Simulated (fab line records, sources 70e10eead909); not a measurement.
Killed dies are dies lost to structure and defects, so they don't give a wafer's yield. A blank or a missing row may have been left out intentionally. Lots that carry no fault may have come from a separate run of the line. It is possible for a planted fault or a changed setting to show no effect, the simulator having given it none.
fab line records | flow nandHarc
[record] lots = 12 wafers = 36 lastDay = 33
route steps=1302 shown A_CHANNEL_HOLE_D2@584 END@1302
lots that met no fault: from a run of the same line without faults
startH: start of the lot's first displayed wafer, in hours after the record's first day | waitH: hours from the lot's prior step to this one | " unchanged from the row above | L1.1+2: a row that stands for several wafers | - no value, or no start given | * or withheld: withheld | < > ~ a bound
route shown NAME@n: names a module that has steps shown in the file, with the first one's number in the route | usual: average and standard deviation across the fault-free wafers | same: alike in all rows | chamber/n: place in a boat | sites: each site's reading | _std_site: how widely they spread, as a standard deviation | _edge_site: inner sites' mean taken away from outer sites' mean | radiusMm: for every site, how far away it sits from the centre of the wafer | mask NAME#n: copy n | behind: the tool/chamber that last shaped the wafer | hold: cause of the lot's hold/its duration in hours/its outcome | device: whichever transistor did not switch (one of n, p or np) | end of line: the tests these same wafers got at the end of their route | a step with no rows: only its recipe | killed: the dies lost at the first sort to structure and to defects; this is not the yield of the wafer | map: shows each die of a wafer: x if killed, . if not, _ if none is there
set.NAME: setting as actually run; set.NAME@STEP: the setting as run at that earlier step | model.NAME: the simulator's own value behind a step, which no gauge read
steps of the route over a sample of lots; a table a step, a row a wafer
services: a tool's chamber out of use, with start hour (startH, from the record's first day; less than 0 if before it), hours out, and reason
[[steps]]
[step NHARC_A_CHANNEL_HOLE_D2_INSPECT_12]
[usual] rawDefectCount = 29/22
// columns lot.wafer tool chamber startH waitH rawDefectCount
L209.2 defectInspect-02 - 279.46 0.0 57
L209.5 " - " " 53
L209.6 " - " " 45
L211.2 defectInspect-01 - 303.00 0.0 53
L211.4 " - " " 48
L211.5 " - " " 63
L212.2 defectInspect-02 - 314.99 0.0 4
L212.3 " - " " 9
L212.6 " - " " 7
L213.1 defectInspect-02 - 327.19 0.0 5
L213.2 " - " " 7
L213.3 " - " " 7
L217.2 defectInspect-02 - 367.27 0.0 54
L217.3 " - " " 54
L217.5 " - " " 37
L220.1 defectInspect-01 - 395.91 0.0 8
L220.2 " - " " 9
L220.6 " - " " 8
L221.2 defectInspect-01 - 405.36 0.0 50
L221.3 " - " " 57
L221.5 " - " " 51
L223.1 defectInspect-01 - 437.98 0.0 58
L223.4 " - " " 50
L223.5 " - " " 55
L222.3 defectInspect-02 - 439.39 0.0 16
L222.5 " - " " 21
L222.6 " - " " 13
L228.1 defectInspect-01 - 480.55 0.0 57
L228.2 " - " " 49
L228.4 " - " " 53
L231.2 defectInspect-01 - 507.79 0.0 4
L231.3 " - " " 6
L231.5 " - " " 4
L232.3 defectInspect-02 - 522.95 0.0 5
L232.5 " - " " 6
L232.6 " - " " 2
[step NHARC_A_CHANNEL_HOLE_D2_ETCH_19]
[recipe] biasV = 1200 sourceW = 2500 pressureMtorr = 15 timeS = 34.5 arFlowSccm = 375 c4f8FlowSccm = 28.8 o2FlowSccm = 96.2 tempC = -20 targetDepthA = * chemistry = C4F8/O2/Ar
[usual] drypumpMotorCurrentA = 5.84/0.19 showerheadPlenumPTorr = 3.73/0.11 throttleValvePct = 37.037/0.0097
// columns lot.wafer tool chamber startH waitH drypumpMotorCurrentA rfHoursCounterH showerheadPlenumPTorr throttleValvePct
L209.2 harEtch-02 1 280.88 0.2 5.99 354 3.43 37.039
L209.5 " 1 " " 5.98 - 3.43 37.039
L209.6 " 0 " " 5.65 - 3.71 37.033
L211.2 harEtch-02 0 304.29 0.1 5.66 - 3.69 37.031
L211.4 " 0 " " 5.65 - 3.70 37.037
L211.5 " 0 " " 5.66 - 3.70 37.044
L212.2 harEtch-01 0 316.24 0.1 6.07 168 3.74 37.040
L212.3 " 1 " " 5.69 - 3.74 37.043
L212.6 " 0 " " 6.06 - 3.74 37.032
L213.1 harEtch-01 1 330.90 2.5 5.67 176 3.73 37.063
L213.2 " 0 " " 6.08 176 3.73 37.031
L213.3 " 0 " " 6.03 - 3.73 37.045
L217.2 harEtch-01 0 368.57 0.1 6.05 199 3.72 37.036
L217.3 " 1 " " 5.68 - 3.72 37.029
L217.5 " 1 " " 5.68 - 3.72 37.032
L220.1 harEtch-01 0 397.15 0.1 6.08 222 3.71 37.029
L220.2 " 1 " " 5.67 222 3.71 37.036
L220.6 " 1 " " 5.66 - 3.71 37.037
L221.2 harEtch-01 0 406.60 0.1 6.04 225 3.70 37.032
L221.3 " 1 " " 5.69 - 3.70 37.049
L221.5 " 1 " " 5.68 - 3.70 37.053
L223.1 harEtch-02 1 441.18 2.0 5.99 27 3.95 37.039
L223.4 " 0 " " 5.64 - 3.65 37.039
L223.5 " 0 " " 5.67 - 3.65 37.037
L222.3 harEtch-01 0 443.33 2.8 6.04 - 3.69 37.040
L222.6 " 1 " " 5.69 - 3.69 37.047
L222.5 " 0 " " 6.05 - 3.69 37.042
L228.1 harEtch-02 1 481.80 0.1 5.99 50 3.93 37.043
L228.2 " 0 " " 5.65 50 3.64 37.031
L228.4 " 1 " " 6.01 - 3.93 37.052
L231.2 harEtch-01 0 511.66 2.7 6.09 279 3.67 37.022
L231.3 " 0 " " 6.07 - 3.67 37.045
L231.5 " 1 " " 5.64 - 3.67 37.053
L232.3 harEtch-01 1 524.78 0.7 5.67 - 3.66 37.048
L232.6 " 0 " " 6.05 - 3.67 37.037
L232.5 " 1 " " 5.69 - 3.66 37.030
[step NHARC_A_CHANNEL_HOLE_D2_ETCH_25]
[recipe] biasV = 5000 sourceW = withheld pressureMtorr = 20 timeS = 1040.2 arFlowSccm = 375 c4f8FlowSccm = 93.8 o2FlowSccm = 31.2 tempC = -20 targetDepthA = 15000 chemistry = C4F8/O2/Ar
[usual] drypumpMotorCurrentA = 5.84/0.19 showerheadPlenumPTorr = 3.68/0.1 throttleValvePct = 32.235/0.0091
// columns lot.wafer tool chamber startH waitH drypumpMotorCurrentA rfHoursCounterH showerheadPlenumPTorr throttleValvePct
L209.2 harEtch-02 1 283.77 0.6 5.97 357 3.39 32.245
L209.5 " 1 " " 6.01 - 3.39 32.232
L209.6 " 0 " " 5.63 - 3.66 32.245
L211.2 harEtch-02 0 310.35 1.3 5.64 - 3.65 32.241
L211.4 " 0 " " 5.65 - 3.65 32.252
L211.5 " 0 " " 5.64 - 3.65 32.233
L212.2 harEtch-01 0 319.13 0.6 6.07 171 3.69 32.247
L212.3 " 1 " " 5.70 - 3.69 32.235
L212.6 " 0 " " 6.09 - 3.69 32.235
L213.1 harEtch-01 1 333.78 0.6 5.69 179 3.68 32.222
L213.2 " 0 " " 6.07 179 3.68 32.223
L213.3 " 0 " " 6.08 - 3.68 32.233
L217.2 harEtch-01 0 371.60 0.7 6.05 202 3.67 32.234
L217.3 " 1 " " 5.69 - 3.67 32.250
L217.5 " 1 " " 5.67 - 3.67 32.237
L220.1 harEtch-01 0 400.04 0.6 6.08 224 3.66 32.238
L220.2 " 1 " " 5.66 224 3.66 32.226
L220.6 " 1 " " 5.67 - 3.66 32.231
L221.2 harEtch-01 0 409.49 0.6 6.08 228 3.66 32.240
L221.3 " 1 " " 5.70 - 3.66 32.241
L221.5 " 1 " " 5.68 - 3.66 32.227
L223.1 harEtch-02 1 444.19 0.7 5.99 30 3.89 32.240
L223.4 " 0 " " 5.64 - 3.61 32.242
L223.5 " 0 " " 5.64 - 3.61 32.242
L222.3 harEtch-01 0 446.62 0.7 6.13 - 3.65 32.226
L222.6 " 1 " " 5.67 - 3.65 32.243
L222.5 " 0 " " 6.11 - 3.64 32.250
L228.1 harEtch-02 1 484.69 0.6 5.99 53 3.88 32.238
L228.2 " 0 " " 5.64 53 3.60 32.240
L228.4 " 1 " " 6.02 - 3.88 32.219
L231.2 harEtch-01 0 514.68 0.7 6.11 282 3.63 32.244
L231.3 " 0 " " 6.04 - 3.63 32.232
L231.5 " 1 " " 5.69 - 3.62 32.241
L232.3 harEtch-01 1 528.08 0.7 5.69 - 3.62 32.239
L232.6 " 0 " " 6.09 - 3.62 32.233
L232.5 " 1 " " 5.71 - 3.62 32.225
[step NHARC_A_CHANNEL_HOLE_D2_STRIP_28]
[recipe] o2FlowSccm = 500 arFlowSccm = 0 biasW = 0 chemistry = O2
[usual] biasW = 0/0 chamberPressureMTorr = 60.00/0.052 drypumpMotorCurrentA = 5.6/0.4 oesProductAu = 1.004/0.011 rfVppV = 57.8/0.94 showerheadPlenumPTorr = 3.51/0.17 throttleValvePct = 17.036/0.0085
// columns lot.wafer tool chamber startH waitH biasW chamberPressureMTorr drypumpMotorCurrentA oesProductAu rfHoursCounterH rfVppV showerheadPlenumPTorr throttleValvePct
L209.2 rieDiel-13 2 285.71 - 0 59.97 5.2 1.001 5.0 57.4 3.29 17.047
L209.6 " 2 " " 0 59.99 5.2 1.007 - 57.0 3.29 17.046
L209.5 " 3 " " 0 59.91 5.9 0.983 - 56.8 3.34 17.042
L211.4 rieDiel-13 1 313.32 - 0 60.05 5.7 1.012 5.7 58.0 3.69 17.029
L211.2 " 3 " " 0 59.92 5.9 0.983 6.5 57.9 3.34 17.041
L211.5 " 1 " " 0 60.01 5.7 1.002 - 58.3 3.69 17.032
L212.3 rieDiel-08 0 321.03 - 0 59.94 5.5 1.018 6.7 57.3 3.40 17.026
L212.2 " 3 " " 0 59.97 5.0 1.005 6.6 57.2 3.49 17.022
L212.6 " 0 " " 0 60.05 5.5 1.009 - 56.5 3.40 17.033
L213.3 rieDiel-09 1 335.72 - 0 60.07 5.2 1.003 0.1 58.0 3.60 17.032
L213.2 " 2 " " 0 60.02 5.5 0.995 0.1 56.1 3.29 17.048
L213.1 " 0 " " 0 60.04 5.9 1.000 0.1 57.3 3.37 17.029
L217.2 rieDiel-13 0 373.48 - 0 60.04 6.2 0.995 0.5 58.7 3.37 17.037
L217.3 " 1 " " 0 59.96 5.7 1.008 0.6 56.9 3.69 17.042
L217.5 " 2 " " 0 60.04 5.2 1.004 - 56.5 3.29 17.018
L220.2 rieDiel-09 1 402.02 - 0 60.05 5.2 0.993 4.9 57.4 3.60 17.027
L220.1 " 3 " " 0 60.04 6.5 0.996 3.6 57.6 3.64 17.032
L220.6 " 0 " " 0 59.98 6.0 1.002 - 57.5 3.37 17.044
L221.3 rieDiel-13 1 411.41 - - - - - - - - -
L221.2 " 0 " " - - - - - - - -
L221.5 " 1 " " - - - - - - - -
L223.1 rieDiel-09 3 445.96 - - - - - - - - -
L223.4 " 1 " " - - - - - - - -
L223.5 " 0 " " - - - - - - - -
L222.3 rieDiel-08 2 448.12 - - - - - - - - -
L222.6 " 2 " " - - - - - - - -
L222.5 " 3 " " - - - - - - - -
L228.1 rieDiel-08 2 486.61 - 0 60.01 5.5 1.005 5.3 57.5 3.76 17.020
L228.4 " 3 " " 0 59.96 4.9 1.002 5.4 56.8 3.49 17.041
L228.2 " 0 " " 0 59.93 5.5 1.018 5.7 57.5 3.40 17.037
L231.2 rieDiel-08 3 516.46 - 0 59.97 5.0 1.004 7.3 57.1 3.49 17.033
L231.3 " 0 " " 0 59.95 5.5 1.020 7.5 57.6 3.40 17.055
L231.5 " 0 " " 0 60.10 5.5 1.020 - 56.8 3.40 17.046
L232.3 rieDiel-13 3 529.68 - 0 59.93 5.9 0.995 0.0 56.6 3.33 17.041
L232.6 " 1 " " 0 59.92 5.7 0.989 - 59.6 3.69 17.047
L232.5 " 2 " " 0 60.01 5.2 1.018 - 57.4 3.28 17.031
[step NHARC_END_SORT_01]
[recipe] tempC = 25
[usual] killedAtArray = 53/19 killedAtOther = 0.7/1.1 killedAtPeriphery = 4.2/2.7 killedDies = 58/18 killedOpen = 3.1/1.9 killedShort = 2.5/1.6
[same] grossDies = 677
// columns lot.wafer tool chamber startH waitH killedAtArray killedAtOther killedAtPeriphery killedDies killedOpen killedShort
L221.2 prober-01 0 663.29 2.8 667 2 8 677 4 3
L221.3 prober-01 0 664.09 3.1 667 1 9 677 2 0
L221.5 prober-01 0 665.69 3.7 671 2 4 677 1 3
L223.1 prober-02 0 691.34 2.5 674 0 3 677 2 2
L223.4 prober-02 0 693.72 3.4 674 0 3 677 2 2
L223.5 prober-02 0 694.52 3.7 676 1 0 677 3 2
L222.3 prober-01 0 700.95 3.1 670 0 7 677 7 1
L222.5 prober-01 0 702.56 3.7 676 0 1 677 0 3
L222.6 prober-01 0 703.36 4.0 674 0 3 677 4 1
// killed by level:class
L221.2 A_CHANNEL_HOLE_D2:areaStrip=577 A_SLIT:chamberFilmFlake=26 A_CHANNEL_HOLE_D2:chamberFilmFlake=23 A_CHANNEL_HOLE_D1:chamberFilmFlake=22 P_ZERO_WELL:chamberFilmFlake=6 A_BONDPAD:chamberFilmFlake=4 A_CONTACT:chamberFilmFlake=4 P_BONDPAD:chamberFilmFlake=2
L221.3 A_CHANNEL_HOLE_D2:areaStrip=583 A_CHANNEL_HOLE_D1:chamberFilmFlake=36 A_SLIT:chamberFilmFlake=26 A_CHANNEL_HOLE_D2:chamberFilmFlake=8 A_CONTACT:chamberFilmFlake=7 P_ZERO_WELL:chamberFilmFlake=5 A_BONDPAD:chamberFilmFlake=4 P_BONDPAD:chamberFilmFlake=3
L221.5 A_CHANNEL_HOLE_D2:areaStrip=582 A_SLIT:chamberFilmFlake=34 A_CHANNEL_HOLE_D1:chamberFilmFlake=33 A_CHANNEL_HOLE_D2:chamberFilmFlake=14 P_BONDPAD:chamberFilmFlake=3 A_CONTACT:chamberFilmFlake=3 THIN_TSV:chamberFilmFlake=2 P_M0:geometricParticle:short=1
L223.1 A_CHANNEL_HOLE_D2:areaStrip=631 A_CHANNEL_HOLE_D1:chamberFilmFlake=30 A_CONTACT:chamberFilmFlake=7 P_GATE:geometricParticle:open=2 A_SLIT:chamberFilmFlake=2 P_M0:geometricParticle:short=1 A_M0:geometricParticle:short=1 A_STAIRCASE:chamberFilmFlake=1
L223.4 A_CHANNEL_HOLE_D2:areaStrip=628 A_CHANNEL_HOLE_D1:chamberFilmFlake=30 A_CONTACT:chamberFilmFlake=4 P_M2:chamberFilmFlake=2 A_STAIRCASE:chamberFilmFlake=2 A_WL_FILL:chamberFilmFlake=2 A_DECK1_JOINT:geometricParticle:short=1 A_CHANNEL_FILL_D2:geometricParticle:open=1
L223.5 A_CHANNEL_HOLE_D2:areaStrip=635 A_CHANNEL_HOLE_D1:chamberFilmFlake=29 A_CONTACT:chamberFilmFlake=3 A_SOURCE_PLATE:geometricParticle:open=1 A_CHANNEL_FILL_D2:geometricParticle:short=1 A_WL_FILL:geometricParticle:open=1 A_M0:geometricParticle:short=1 A_M1:geometricParticle:open=1
L222.3 A_CHANNEL_HOLE_D2:areaStrip=619 A_CHANNEL_HOLE_D2:chamberFilmFlake=25 A_CHANNEL_HOLE_D1:chamberFilmFlake=10 A_SLIT:chamberFilmFlake=6 P_M0:geometricParticle:open=2 P_STI:chamberFilmFlake=2 A_M0:geometricParticle:open=2 A_CONTACT:chamberFilmFlake=2
L222.5 A_CHANNEL_HOLE_D2:areaStrip=627 A_CHANNEL_HOLE_D2:chamberFilmFlake=25 A_CHANNEL_HOLE_D1:chamberFilmFlake=12 A_SLIT:chamberFilmFlake=3 A_ONON_D1:geometricParticle:short=2 A_CONTACT:chamberFilmFlake=2 A_DECK1_JOINT:geometricParticle:short=1 P_STI:chamberFilmFlake=1
L222.6 A_CHANNEL_HOLE_D2:areaStrip=629 A_CHANNEL_HOLE_D2:chamberFilmFlake=22 A_CHANNEL_HOLE_D1:chamberFilmFlake=8 A_M0:chamberFilmFlake=3 A_CHANNEL_FILL_D2:geometricParticle:open=2 P_STI:chamberFilmFlake=2 A_STAIRCASE:chamberFilmFlake=2 A_SLIT:chamberFilmFlake=2
[[services]]
// columns tool chamber startH hours kind
rieDiel-09 2 283.09 1.7 repair
harEtch-02 1 293.00 - consumableReplace:showerhead
harEtch-02 1 293.00 17.0 scheduledDown
harEtch-02 1 293.00 17.0 ventCycle
rieDiel-09 2 297.40 4.5 repair
rieDiel-09 - 320.10 9.0 pm
rieDiel-08 - 328.04 0.8 repair
rieDiel-13 - 342.01 9.0 pm
rieDiel-08 1 350.06 6.4 repair
rieDiel-08 - 368.24 9.0 pm
harEtch-02 - 377.00 17.0 pm
rieDiel-09 - 412.56 0.1 repair
rieDiel-09 2 432.76 7.1 repair
rieDiel-08 1 457.69 7.4 repair
rieDiel-13 3 459.30 23.3 repair
harEtch-01 0 472.29 - consumableReplace:esc
harEtch-01 0 472.29 17.0 scheduledDown
harEtch-01 0 472.29 17.0 ventCycle
rieDiel-13 0 477.46 19.5 repair
rieDiel-09 3 493.69 24.5 repair
rieDiel-09 - 497.10 9.0 pm
rieDiel-09 0 511.05 5.9 repair
rieDiel-13 - 519.01 9.0 pm
rieDiel-08 - 527.47 18.9 repair
[[key]]
[firstSign] step = NHARC_A_CHANNEL_HOLE_D2_STRIP_28 reading = toolRecord direction = missing
[effect] step = NHARC_END_SORT_01 reading = killedDies direction = up sigmas = 34 usual = 58 struck = 677
[moreKillsBornAt] NHARC_A_CHANNEL_HOLE_D2_STRIP_28@rieDiel-09 = 1894 NHARC_A_CHANNEL_HOLE_D2_STRIP_28@rieDiel-08 = 1875 NHARC_A_CHANNEL_HOLE_D2_STRIP_28@rieDiel-13 = 1742
metAt NHARC_A_CHANNEL_HOLE_D2_STRIP_28
struckLots L221,L222,L223
laterRowsLeftOut L221.2,L221.3,L221.5,L222.3,L222.5,L222.6,L223.1,L223.4,L223.5
testerLeftOut L221,L222,L223
notActingAt NHARC_A_CHANNEL_HOLE_D2_INSPECT_12,NHARC_A_CHANNEL_HOLE_D2_ETCH_19,NHARC_A_CHANNEL_HOLE_D2_ETCH_25
onsetBetween 402.02 411.41
[fault] kind = skippedStepWhole tool = rieDiel-08,rieDiel-09,rieDiel-13 chamber = - onsetH = 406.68 steps = NHARC_A_CHANNEL_HOLE_D2_STRIP_28 scope = struckLotsOnly
// testerLeftOut: of these lots the tester's yield and bins aren't shown, on N5 and GAA mostly nor the transistor test; their killed dies are dies lost to structure and defects alone, not to doping, threshold or leakage, so they don't give the yield
// laterRowsLeftOut: the simulator's readings of these wafers behind a module that went badly wrong aren't trusted and aren't shown, but for the sort
